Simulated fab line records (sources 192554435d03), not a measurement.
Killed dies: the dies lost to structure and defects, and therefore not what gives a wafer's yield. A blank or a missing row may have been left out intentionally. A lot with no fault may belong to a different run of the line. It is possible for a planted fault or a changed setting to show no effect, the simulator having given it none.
Chamber matching ; flow n5Finfet ; 4 sister chambers for N5_MIM_TOP_ETCH_STRIP_01 on rieDiel-04
The step strips in O2. 18 wafers are shown with their chamber, then 9 later ones without.

WAFERS, EACH WITH ITS CHAMBER
wafer;chamber;showerheadPlenumPTorr (Torr);drypumpMotorCurrentA (A);oesProductAu (a.u.)
L074.1;2;2.23;5.8;0.94
L074.4;1;2.10;5.1;0.74
L074.5;2;2.23;5.8;0.93
L077.2;2;2.23;5.9;0.92
L077.5;1;2.10;5.2;0.72
L077.6;2;2.23;5.8;0.92
L081.4;3;2.03;5.6;0.83
L081.5;3;2.03;5.6;0.83
L081.6;2;2.23;5.8;0.91
L082.2;1;2.09;5.1;0.73
L082.4;2;2.23;5.9;0.90
L082.5;2;2.23;5.8;0.91
L089.1;0;2.04;5.2;0.86
L089.5;0;2.04;5.2;0.88
L089.6;3;2.03;5.6;0.80
L093.1;1;2.09;5.2;0.72
L093.3;0;2.03;5.1;0.87
L093.6;1;2.09;5.1;0.71

SIGNATURES (means of the wafers above)
reading;chamber 0;chamber 1;chamber 2;chamber 3;scatter within a chamber
showerheadPlenumPTorr;2.0367;2.0940;2.2300;2.0300;0.00365
drypumpMotorCurrentA;5.167;5.140;5.829;5.600;0.0485
oesProductAu;0.8700;0.7240;0.9186;0.8200;0.0131
Rule: a wafer's distance from a chamber is the root of the sum, over the readings, of the square of ((its reading less the chamber's mean) divided by the reading's scatter). The wafer belongs to the nearest chamber; if the next one is less than 2 further off, it can't be placed. The scatter: take each reading less its chamber's mean, square it, sum over the shown wafers, divide by the number of wafers less the number of chambers, and take the root.

WAFERS WHOSE CHAMBER IS MISSING
wafer;showerheadPlenumPTorr (Torr);drypumpMotorCurrentA (A);oesProductAu (a.u.)
L090.1;2.09;5.2;0.70
L090.4;2.03;5.0;0.85
L090.6;2.09;5.2;0.70
L091.2;2.08;5.2;0.71
L091.3;2.03;5.1;0.86
L091.6;2.09;5.2;0.70
L097.1;2.03;5.1;0.84
L097.3;2.22;5.8;0.85
L097.4;2.02;5.7;0.79

WHICH CHAMBER EACH ONE RAN IN
wafer;from the rows above;in truth
L090.1;1;1
L090.4;0;0
L090.6;1;1
L091.2;1;1
L091.3;0;0
L091.6;1;1
L097.1;0;0
L097.3;2;2
L097.4;3;3
Correct placement for 9 of the 9. Not placeable from these rows: 0. Number placed wrongly: 0.
